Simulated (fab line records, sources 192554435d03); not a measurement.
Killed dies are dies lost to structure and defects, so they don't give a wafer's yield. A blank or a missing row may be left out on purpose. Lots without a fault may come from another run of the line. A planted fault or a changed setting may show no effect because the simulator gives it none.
Split-lot experiment | flow n5_finfet | 7 lots, 21 wafers read, on a route of 1938 steps

THE SPLIT
At N5_BEOL_M0_ETCH_128 (etches SiCN in CF4/N2, target depth 12 nm, overetch 5.1 nm, time 21.4 s), the setting source_w was moved away from the recipe's 430 W on 6 of the 21 wafers read, by -8.1% to +17.4%. The other wafers ran this setting at the recipe's value.

The reading is taken at the split's own step.

THE READING
rf_vpp_V, in V, at N5_BEOL_M0_ETCH_128 (etches SiCN in CF4/N2, target depth 12 nm, overetch 5.1 nm, time 21.4 s). Fault-free wafers of this fab line usually give 383.4 V, standard deviation 1.8 V.

wafer  | tool, chamber at the split | source_w as run, W | against the recipe | rf_vpp_V, V | against lot-mates on the recipe
L076.2 | rie_diel-05, 1             | 430                | recipe             | 384.1       | -
L076.5 | rie_diel-05, 3             | 430                | recipe             | 385.4       | -
L076.6 | rie_diel-05, 2             | 430                | recipe             | 378.5       | -
L077.1 | rie_diel-06, 1             | 484.8              | +12.7%             | 369.2       | -16.9
L077.2 | rie_diel-06, 2             | 484.8              | +12.7%             | 367.0       | -19.1
L077.4 | rie_diel-06, 3             | 430                | recipe             | 386.1       | -
L082.1 | rie_diel-04, 2             | 430                | recipe             | 386.3       | -
L082.4 | rie_diel-04, 1             | 430                | recipe             | 384.1       | -
L082.5 | rie_diel-04, 0             | 430                | recipe             | 380.2       | -
L083.2 | rie_diel-06, 2             | 504.9              | +17.4%             | 361.4       | -21.5
L083.3 | rie_diel-06, 3             | 430                | recipe             | 383.7       | -
L083.5 | rie_diel-06, 2             | 430                | recipe             | 382.0       | -
L090.1 | rie_diel-06, 1             | 430                | recipe             | 383.7       | -
L090.2 | rie_diel-06, 3             | 395.1              | -8.1%              | 395.1       | +11.4
L090.5 | rie_diel-06, 2             | 395.1              | -8.1%              | 392.1       | +8.4
L094.3 | rie_diel-06, 3             | 430                | recipe             | 384.0       | -
L094.4 | rie_diel-06, 0             | 430                | recipe             | 384.0       | -
L094.6 | rie_diel-06, 1             | 462.1              | +7.5%              | 375.8       | -8.2
L096.1 | rie_diel-06, 2             | 430                | recipe             | 381.6       | -
L096.2 | rie_diel-06, 3             | 430                | recipe             | 384.4       | -
L096.5 | rie_diel-06, 1             | 430                | recipe             | 386.1       | -

THE FIT
A straight line over all 21 wafers: rf_vpp_V changes by -1.23 V for each +1% of source_w; r = -0.97; the points scatter about the line by 2 V.
The same after taking each lot's own level away (the mean of its wafers on the recipe; 21 wafers): -1.29 V for each +1%; r = -0.97; scatter 2 V.
On that fit, the largest move of source_w shifts the reading by 22 V.
The lots' own levels span 382.67 to 386.10 V, that is 1.9 times the standard deviation above.
So the lot-to-lot level changes the slope little: the two slopes agree.
Check: with one of the wafers moved furthest among these (+17.4%) left out of the fit, the line predicts -23.2 V for it against its lot-mates. It came out at -21.5 V against them.
Tool readings at the split's step, against how far the setting was moved: rf_vpp_V r = -0.97.

OTHER SPLITS ON THESE WAFERS
These wafers also went through other splits before the reading. Each is held against what the fit with the lots' levels taken away leaves over:
other split on the same wafers   | wafers away from the commonest value | r with rf_vpp_V (lot level and that fit taken away)
N5_BEOL_M0_CUTY_DESCUM_61 time_s | 9                                    | +0.14

THE FILE'S OWN FIT
rf_vpp_V changes by -1.27 V for each +1% of source_w, r = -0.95.
